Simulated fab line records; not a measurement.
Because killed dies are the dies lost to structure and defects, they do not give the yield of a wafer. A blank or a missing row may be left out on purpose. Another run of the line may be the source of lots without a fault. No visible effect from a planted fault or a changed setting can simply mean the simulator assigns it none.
fab line records ; flow nand-harc
[record] lots = 6; wafers = 18; last-day = 24
route steps=1159 shown A_BLC@990 A_M0@994
lots that met no fault: from a run of the same line without faults
start-h: start of the lot's first displayed wafer, in hours after the record's first day ; wait-h: how many hours have passed since the lot's step before this one ; " repeats the value in the row above ; L1.1+2: a single row standing in for several wafers ; - either no value or no given start ; * or withheld: withheld ; < > ~ a bound
route shown NAME@n: a module of which the file shows steps, and the number in the route of the first ; usual: the fault-free wafers' mean and standard deviation ; same: alike in all rows ; chamber/n: place in a boat ; sites: readings site by site ; _std_site: standard deviation of those values ; _edge_site: inner sites' mean taken away from outer sites' mean ; radius-mm: how far each site lies from the wafer's centre ; mask NAME#n: copy n ; behind: the tool/chamber that last shaped the wafer ; hold: cause of the lot's hold/its duration in hours/its outcome ; device: which transistor (n, p or np) failed to switch ; end of line: at the end of the route, the tests of the same wafers ; for a step that has no rows: nothing shown but its recipe ; killed: dies lost to structure and defects at the first sort, not the wafer's yield ; map: a wafer's dies, x killed, . not, _ none there
set.NAME: setting as actually run; set.NAME@STEP: the setting as run at that earlier step ; model.NAME: the simulator's own value behind a step, which no gauge read
lots at some steps of the route; a table a step, a row a wafer
services: when a tool's chamber went out of use (start-h, in hours from the record's first day, below 0 if earlier), for how many hours, and the reason
[[steps]]
[step NHARC_A_BLC_CMP_25]
[recipe] t-overpolish-s = 30; target-thk-nm = 150
[usual] motor-current-A = 12.1/1.2; overpolish-run-s = 30.000/0.0085; pad-life-wafers = 318/170; time-to-endpoint-s = 28.6/2.7
lot.wafer;tool;chamber;start-h;wait-h;motor-current-A;overpolish-run-s;pad-life-wafers;time-to-endpoint-s
L866.4;cmp-01;3;403.84;0.3;12.6;30.017;103;28.5
L866.2;cmp-01;1;403.84;0.3;14.7;30.004;105;26.9
L866.6;cmp-01;3;403.84;0.3;11.8;30.002;-;26.3
L867.1;cmp-02;1;413.07;0.5;12.5;30.006;570;24.4
L867.4;cmp-02;3;413.07;0.5;12.1;29.996;572;22.2
L867.6;cmp-02;2;413.07;0.5;11.9;30.002;-;28.7
L878.4;cmp-02;1;476.69;0.4;12.4;29.979;285;26.0
L878.6;cmp-02;2;476.69;0.4;11.3;29.982;-;27.8
L878.5;cmp-02;3;476.69;0.4;11.7;30.003;-;21.9
L877.1;cmp-02;3;477.27;0.5;12.6;30.001;290;24.2
L877.3;cmp-02;0;477.27;0.5;12.6;29.996;291;29.8
L877.6;cmp-02;2;477.27;0.5;11.5;30.011;-;29.1
L882.4;cmp-02;1;512.32;0.3;12.4;30.005;468;28.7
L882.3;cmp-02;0;512.32;0.3;12.5;29.984;471;31.3
L882.6;cmp-02;2;512.32;0.3;11.7;30.008;-;31.1
L886.1;cmp-02;0;526.26;0.5;12.5;29.999;12;30.4
L886.4;cmp-02;1;526.26;0.5;12.7;29.991;13;29.5
L886.3;cmp-02;2;526.26;0.5;11.7;29.993;14;31.5
[step NHARC_A_BLC_SRD_27]
[step NHARC_A_BLC_INSPECT_28]
[usual] raw-defect-count = 457/130
lot.wafer;tool;chamber;start-h;wait-h;raw-defect-count
L866.2;defect-inspect-02;-;404.22;0.1;292
L866.4;defect-inspect-02;-;404.22;0.1;309
L866.6;defect-inspect-02;-;404.22;0.1;375
L867.1;defect-inspect-01;-;413.47;0.1;319
L867.4;defect-inspect-01;-;413.47;0.1;441
L867.6;defect-inspect-01;-;413.47;0.1;437
L878.4;defect-inspect-01;-;477.02;0.1;494
L878.5;defect-inspect-01;-;477.02;0.1;387
L878.6;defect-inspect-01;-;477.02;0.1;562
L877.1;defect-inspect-01;-;477.62;0.1;524
L877.3;defect-inspect-01;-;477.62;0.1;556
L877.6;defect-inspect-01;-;477.62;0.1;336
L882.3;defect-inspect-01;-;512.73;0.1;508
L882.4;defect-inspect-01;-;512.73;0.1;499
L882.6;defect-inspect-01;-;512.73;0.1;524
L886.1;defect-inspect-01;-;526.67;0.1;315
L886.3;defect-inspect-01;-;526.67;0.1;517
L886.4;defect-inspect-01;-;526.67;0.1;574
[step NHARC_A_M0_DEP_00]
[recipe] target-thk-a = 1500; target-thk-nm = 150; temp-c = withheld; pressure-torr = 5; flow-sccm = 200; rf-w = 600; material = SiOC
[step NHARC_A_M0_DEHYDRATE_01]
[recipe] temp-c = 150; time-s = 120
[step NHARC_A_M0_HMDS_02]
[recipe] time-s = 30
[step NHARC_A_M0_COAT_33]
[recipe] temp-c = 200; time-s = 65
[step NHARC_A_M0_COAT_03]
[recipe] spin-rpm = 1500; resist-thk-nm = 90
[step NHARC_A_M0_SOFTBAKE_04]
[recipe] temp-c = 105; time-s = 55
[step NHARC_A_M0_EBR_05]
[step NHARC_A_M0_EXPOSE_06]
[recipe] na = 1.35; target-cd-nm = 80; dose-mj = 83.25; mask-id = A_M0
[step NHARC_A_M0_PEB_07]
[recipe] peb-temp-c = 100; peb-time-s = 65
[usual] chill-plate-temp-C = 23.01/0.12; heater-power-total-W = 156.6/0.41; plate-temp-C = 100.01/0.15
lot.wafer;tool;chamber;start-h;wait-h;chill-plate-temp-C;heater-power-total-W;plate-temp-C
L866.2;litho-track-04;0;404.92;0.1;23.11;156.9;99.70
L866.4;litho-track-04;0;404.92;0.1;22.99;157.2;100.07
L866.6;litho-track-04;0;404.92;0.1;23.12;156.7;99.76
L867.1;litho-track-04;0;414.30;0.1;23.19;156.2;100.06
L867.4;litho-track-04;0;414.30;0.1;23.04;156.1;100.02
L867.6;litho-track-04;0;414.30;0.1;23.12;156.0;99.88
L878.4;litho-track-04;0;477.84;0.0;23.11;181.5;111.19
L878.5;litho-track-04;0;477.84;0.0;23.08;181.2;111.35
L878.6;litho-track-04;0;477.84;0.0;23.17;180.6;111.28
L877.1;litho-track-04;0;478.46;0.1;22.95;180.8;111.47
L877.3;litho-track-04;0;478.46;0.1;22.96;180.5;111.32
L877.6;litho-track-04;0;478.46;0.1;22.82;180.6;111.39
L882.3;litho-track-06;0;513.44;0.1;23.01;156.6;99.93
L882.4;litho-track-06;0;513.44;0.1;23.08;157.0;99.93
L882.6;litho-track-06;0;513.44;0.1;23.02;157.2;99.97
L886.1;litho-track-01;0;527.50;0.1;22.86;156.1;100.14
L886.3;litho-track-01;0;527.50;0.1;23.11;156.1;99.93
L886.4;litho-track-01;0;527.50;0.1;22.88;157.1;99.98
[step NHARC_A_M0_DEVELOP_08]
[recipe] develop-time-s = 35; dev-temp-c = 23
[step NHARC_A_M0_CD_MEAS_09]
[recipe] target-cd-nm = 80; landing-energy-ev = 500
[usual] cd-nm = 80.3/0.79
lot.wafer;tool;chamber;start-h;wait-h;cd-nm
L866.2;cd-sem-03;0;405.00;-;80.1
L866.4;cd-sem-03;0;405.00;-;79.2
L866.6;cd-sem-03;0;405.00;-;79.4
L867.1;cd-sem-01;0;414.38;-;80.7
L867.4;cd-sem-01;0;414.38;-;80.9
L867.6;cd-sem-01;0;414.38;-;80.9
L878.4;cd-sem-02;0;477.92;-;113.9
L878.5;cd-sem-02;0;477.92;-;113.5
L878.6;cd-sem-02;0;477.92;-;113.0
L877.1;cd-sem-03;0;478.53;-;114.0
L877.3;cd-sem-03;0;478.53;-;113.3
L877.6;cd-sem-03;0;478.53;-;113.7
L882.3;cd-sem-01;0;513.52;-;82.3
L882.4;cd-sem-01;0;513.52;-;80.3
L882.6;cd-sem-01;0;513.52;-;81.3
L886.1;cd-sem-01;0;527.58;-;80.9
L886.3;cd-sem-01;0;527.58;-;81.1
L886.4;cd-sem-01;0;527.58;-;80.5
[step NHARC_A_M0_OVL_MEAS_10]
[recipe] pitch-nm = 160
[usual] overlay-x-nm = -0.2/0.89; overlay-y-nm = 0.3/0.56
lot.wafer;tool;chamber;start-h;wait-h;overlay-x-nm;overlay-y-nm
L866.2;overlay-02;-;405.08;-;0.5;-0.8
L866.4;overlay-02;-;405.08;-;1.0;-0.4
L866.6;overlay-02;-;405.08;-;0.7;-0.5
L867.1;overlay-01;-;414.46;-;0.1;-0.4
L867.4;overlay-01;-;414.46;-;0.2;-0.9
L867.6;overlay-01;-;414.46;-;0.4;-1.0
L878.4;overlay-02;-;478.01;-;-0.2;-0.6
L878.5;overlay-02;-;478.01;-;-0.7;-0.6
L878.6;overlay-02;-;478.01;-;-0.9;-1.2
L877.1;overlay-02;-;478.62;-;-0.6;-0.3
L877.3;overlay-02;-;478.62;-;-1.4;0.1
L877.6;overlay-02;-;478.62;-;-1.4;0.1
L882.3;overlay-02;-;513.60;-;-1.5;0.0
L882.4;overlay-02;-;513.60;-;-1.6;-0.1
L882.6;overlay-02;-;513.60;-;-1.3;0.1
L886.1;overlay-02;-;527.67;-;-1.3;1.2
L886.3;overlay-02;-;527.67;-;-1.6;1.1
L886.4;overlay-02;-;527.67;-;-1.1;1.1
[step NHARC_A_M0_INSPECT_11]
[usual] raw-defect-count = 31/14
lot.wafer;tool;chamber;start-h;wait-h;raw-defect-count
L866.2;defect-inspect-01;-;405.12;0.0;30
L866.4;defect-inspect-01;-;405.12;0.0;27
L866.6;defect-inspect-01;-;405.12;0.0;22
L867.1;defect-inspect-02;-;414.50;0.0;11
L867.4;defect-inspect-02;-;414.50;0.0;9
L867.6;defect-inspect-02;-;414.50;0.0;6
L878.4;defect-inspect-01;-;478.04;0.0;33
L878.5;defect-inspect-01;-;478.04;0.0;33
L878.6;defect-inspect-01;-;478.04;0.0;41
L877.1;defect-inspect-01;-;478.67;0.0;22
L877.3;defect-inspect-01;-;478.67;0.0;19
L877.6;defect-inspect-01;-;478.67;0.0;20
L882.3;defect-inspect-02;-;513.64;0.0;64
L882.4;defect-inspect-02;-;513.64;0.0;50
L882.6;defect-inspect-02;-;513.64;0.0;50
L886.1;defect-inspect-02;-;527.70;0.0;30
L886.3;defect-inspect-02;-;527.70;0.0;40
L886.4;defect-inspect-02;-;527.70;0.0;33
[step NHARC_A_M0_DESCUM_14]
[recipe] time-s = 3; o2-flow-sccm = 200; ar-flow-sccm = 0; bias-power-w = 0; chemistry = O2
[usual] drypump-motor-current-A = 5.7/0.32; o2-flow-sccm = 200.0/0.61; oes-product-au = 0.995/0.0093; rf-vpp-V = 58.0/0.87; showerhead-plenum-p-Torr = 1.96/0.082; throttle-valve-pct = 11.311/0.0092
[same] bias-power-w = 0; time-s = 3
lot.wafer;tool;chamber;start-h;wait-h;drypump-motor-current-A;o2-flow-sccm;oes-product-au;rf-hours-counter-h;rf-vpp-V;showerhead-plenum-p-Torr;throttle-valve-pct;model.A_M0.cd-nm
L866.4;rie-diel-02;3;405.19;0.1;5.7;200.0;0.991;4;58.0;1.90;11.312;79.4
L866.2;rie-diel-02;1;405.19;0.1;5.6;200.0;0.999;4;58.7;1.94;11.312;80.62
L866.6;rie-diel-02;3;405.19;0.1;5.7;200.4;1.000;-;58.1;1.90;11.321;79.73
L867.1;rie-diel-07;0;414.58;0.1;5.8;200.8;0.990;0;56.9;1.94;11.307;80.09
L867.4;rie-diel-07;1;414.58;0.1;5.3;199.2;0.989;0;58.4;2.05;11.324;80.14
L867.6;rie-diel-07;2;414.58;0.1;5.4;201.5;0.994;-;58.4;2.06;11.307;81.05
L878.4;rie-diel-07;0;478.11;0.1;5.8;200.7;0.997;4;56.8;1.94;11.315;113.2
L878.5;rie-diel-07;3;478.11;0.1;5.4;199.4;1.001;-;57.6;1.81;11.317;114.2
L878.6;rie-diel-07;0;478.11;0.1;5.8;200.1;0.996;-;58.8;1.94;11.332;112.7
L877.1;rie-diel-07;2;478.74;0.1;5.4;200.2;0.993;5;58.1;2.06;11.319;113.7
L877.3;rie-diel-07;3;478.74;0.1;5.4;200.4;1.005;4;58.2;1.81;11.305;114.4
L877.6;rie-diel-07;2;478.74;0.1;5.4;200.2;1.004;-;58.6;2.06;11.324;113.7
L882.4;rie-diel-07;2;513.71;0.1;5.4;200.2;0.988;7;58.6;2.06;11.308;80.42
L882.3;rie-diel-07;3;513.71;0.1;5.4;199.3;0.993;6;56.7;1.81;11.307;82.61
L882.6;rie-diel-07;1;513.71;0.1;5.3;199.6;0.984;-;58.2;2.05;11.314;80.98
L886.3;rie-diel-02;3;527.76;0.1;5.7;200.2;0.975;1;57.2;1.90;11.312;81.22
L886.4;rie-diel-02;0;527.76;0.1;6.2;199.5;1.012;1;58.6;1.99;11.308;80.6
L886.1;rie-diel-02;1;527.76;0.1;5.6;199.5;1.001;1;57.7;1.94;11.305;81.43
[step NHARC_A_M0_ETCH_34]
[recipe] target-depth-a = 400; overetch-a = 120; time-s = 43.94; ion-energy-ev = 200; n2-flow-sccm = 150; h2-flow-sccm = 150; ar-flow-sccm = 0; rf-w = 400; bias-w = 150; chemistry = N2/H2
[usual] drypump-motor-current-A = 5.7/0.31; oes-product-au = 0.996/0.01; rf-vpp-V = 431.6/2.5; showerhead-plenum-p-Torr = 2.09/0.09; throttle-valve-pct = 14.171/0.0094
[same] time-s = 43.94
lot.wafer;tool;chamber;start-h;wait-h;drypump-motor-current-A;oes-product-au;rf-hours-counter-h;rf-vpp-V;showerhead-plenum-p-Torr;throttle-valve-pct
L866.2;rie-diel-02;3;405.27;0.1;5.7;0.993;4;428.6;2.03;14.192
L866.4;rie-diel-02;2;405.27;0.1;5.9;1.005;4;433.0;2.11;14.174
L866.6;rie-diel-02;0;405.27;0.1;6.2;1.006;-;433.7;2.13;14.171
L867.4;rie-diel-07;3;414.65;0.1;5.4;1.001;0;427.6;1.93;14.188
L867.1;rie-diel-07;2;414.65;0.1;5.4;0.998;0;435.0;2.20;14.171
L867.6;rie-diel-07;3;414.65;0.1;5.4;1.000;-;426.5;1.93;14.176
L878.4;rie-diel-07;0;478.20;0.1;5.8;1.002;4;430.0;2.07;14.183
L878.6;rie-diel-07;2;478.20;0.1;5.4;1.000;-;435.2;2.20;14.176
L878.5;rie-diel-07;3;478.20;0.1;5.4;0.996;-;427.3;1.93;14.166
L877.3;rie-diel-07;0;478.82;0.1;5.8;1.002;4;429.9;2.07;14.149
L877.1;rie-diel-07;3;478.82;0.1;5.4;1.007;4;429.4;1.93;14.162
L877.6;rie-diel-07;1;478.82;0.1;5.2;0.986;-;432.4;2.19;14.189
L882.3;rie-diel-07;0;513.78;0.1;5.8;0.992;6;430.2;2.06;14.156
L882.4;rie-diel-07;3;513.78;0.1;5.4;0.990;6;427.8;1.93;14.159
L882.6;rie-diel-07;1;513.78;0.1;5.3;0.984;-;434.4;2.19;14.168
L886.4;rie-diel-02;1;527.85;0.1;5.7;1.002;1;431.1;2.07;14.170
L886.1;rie-diel-02;2;527.85;0.1;5.9;1.005;1;432.7;2.11;14.159
L886.3;rie-diel-02;3;527.85;0.1;5.7;0.985;1;429.8;2.03;14.181
[step NHARC_A_M0_ETCH_15]
[recipe] target-depth-a = 1500; overetch-a = 150; time-s = 82.5; c4f8-flow-sccm = withheld; ar-flow-sccm = 400; rf-w = 600; bias-w = 300; chemistry = C4F8/Ar
[usual] oes-product-au = 0.948/0.021; rf-vpp-V = 442.3/2.6
[same] time-s = 82.5
lot.wafer;tool;chamber;start-h;wait-h;oes-product-au;rf-hours-counter-h;rf-vpp-V;model.A_M0.cd-nm
L866.2;rie-diel-02;0;-;-;0.980;4;442.8;80.8
L866.4;rie-diel-02;3;-;-;0.942;4;440.7;79.64
L866.6;rie-diel-02;0;-;-;0.976;-;443.0;79.75
L867.1;rie-diel-07;2;-;-;0.961;0;443.7;80.48
L867.4;rie-diel-07;3;-;-;0.967;0;437.8;79.7
L867.6;rie-diel-07;2;-;-;0.958;-;443.8;80.61
L878.4;rie-diel-07;0;-;-;0.961;4;441.9;113.4
L878.6;rie-diel-07;0;-;-;0.972;-;441.5;113
L878.5;rie-diel-07;1;-;-;0.976;-;445.0;113.9
L877.1;rie-diel-07;1;-;-;0.949;5;445.3;113.5
L877.3;rie-diel-07;2;-;-;0.944;5;444.5;114.5
L877.6;rie-diel-07;0;-;-;0.970;-;441.8;113.5
L882.4;rie-diel-07;2;-;-;0.965;7;445.9;79.88
L882.3;rie-diel-07;0;-;-;0.943;6;441.8;82.32
L882.6;rie-diel-07;2;-;-;0.966;-;445.6;80.45
L886.4;rie-diel-02;3;-;-;0.948;1;442.3;80.52
L886.1;rie-diel-02;1;-;-;0.962;1;443.5;80.91
L886.3;rie-diel-02;2;-;-;0.980;1;443.6;81.49
[step NHARC_A_M0_CD_MEAS_16]
[usual] cd-nm = 80.5/0.98
lot.wafer;tool;chamber;start-h;wait-h;cd-nm
L866.2;cd-sem-03;-;405.48;-;81.0
L866.4;cd-sem-03;-;405.48;-;79.8
L866.6;cd-sem-03;-;405.48;-;79.7
L867.1;cd-sem-01;-;414.86;-;80.6
L867.4;cd-sem-01;-;414.86;-;79.7
L867.6;cd-sem-01;-;414.86;-;80.7
L878.4;cd-sem-02;-;478.41;-;113.4
L878.5;cd-sem-02;-;478.41;-;113.8
L878.6;cd-sem-02;-;478.41;-;113.2
L877.1;cd-sem-03;-;479.03;-;113.7
L877.3;cd-sem-03;-;479.03;-;114.4
L877.6;cd-sem-03;-;479.03;-;113.5
L882.3;cd-sem-01;-;514.00;-;82.0
L882.4;cd-sem-01;-;514.00;-;79.9
L882.6;cd-sem-01;-;514.00;-;80.5
L886.1;cd-sem-01;-;528.06;-;81.0
L886.3;cd-sem-01;-;528.06;-;81.6
L886.4;cd-sem-01;-;528.06;-;80.4
[[services]]
tool;chamber;start-h;hours;kind
rie-diel-07;0;384.25;-;clean
rie-diel-07;1;384.25;-;clean
rie-diel-07;2;384.25;-;clean
rie-diel-07;3;384.25;-;clean
rie-diel-07;-;390.12;0.7;repair
rie-diel-07;-;405.20;9.0;pm
rie-diel-07;0;405.20;9.0;vent-cycle
rie-diel-07;1;405.20;9.0;vent-cycle
rie-diel-07;2;405.20;9.0;vent-cycle
rie-diel-07;3;405.20;9.0;vent-cycle
cmp-01;-;408.23;0.9;repair
rie-diel-07;0;414.20;-;clean
rie-diel-07;1;414.20;-;clean
cmp-02;-;422.50;4.0;pm
cmp-01;-;429.98;2.0;repair
rie-diel-02;-;442.66;0.3;repair
litho-track-01;-;443.00;7.0;pm
rie-diel-02;1;453.80;2.2;repair
litho-track-06;-;467.00;7.0;pm
cmp-01;-;473.50;4.0;pm
litho-track-04;-;491.00;7.0;pm
rie-diel-02;-;504.70;9.0;pm
cmp-02;-;520.53;4.0;pm
rie-diel-02;-;526.79;0.5;repair
[[key]]
[first-sign] step = NHARC_A_M0_PEB_07; reading = plate-temp-C; direction = up; sigmas = 73; usual = *; struck = *
[effect] step = NHARC_A_M0_PEB_07; reading = heater-power-total-W; direction = up; sigmas = 59; usual = *; struck = *
[effect] step = NHARC_A_M0_CD_MEAS_09; reading = cd-nm; direction = up; sigmas = 42; usual = 80.3; struck = 113.6
[effect] step = NHARC_A_M0_CD_MEAS_16; reading = cd-nm; direction = up; sigmas = 34; usual = 80.5; struck = 113.7
[model-effect] step = NHARC_A_M0_DESCUM_14; value = A_M0.cd-nm; without = 79.87; struck = 113.6
[model-effect] step = NHARC_A_M0_ETCH_15; value = A_M0.cd-nm; without = 79.88; struck = 113.6
met-at NHARC_A_M0_PEB_07
struck-wafers L877.1,L877.3,L877.6,L878.4,L878.5,L878.6
later-rows-left-out L877.1,L877.3,L877.6,L878.4,L878.5,L878.6
sort-left-out L877.1,L877.3,L877.6,L878.4,L878.5,L878.6
onset-between 414.30 477.84
[fault] kind = process-parameter-drift; tool = litho-track-04; chamber = -; onset-h = 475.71; steps = NHARC_A_M0_PEB_07; channel = peb-temp-c; offset = *; shape = step; end-h = 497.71; acts-in = *; stated = *
// sort-left-out: the simulated sort isn't trusted on such a fault, so these wafers' sort isn't shown, and their yield isn't known
// later-rows-left-out: the simulator's readings of these wafers behind a module that went badly wrong aren't trusted and aren't shown, but for the sort
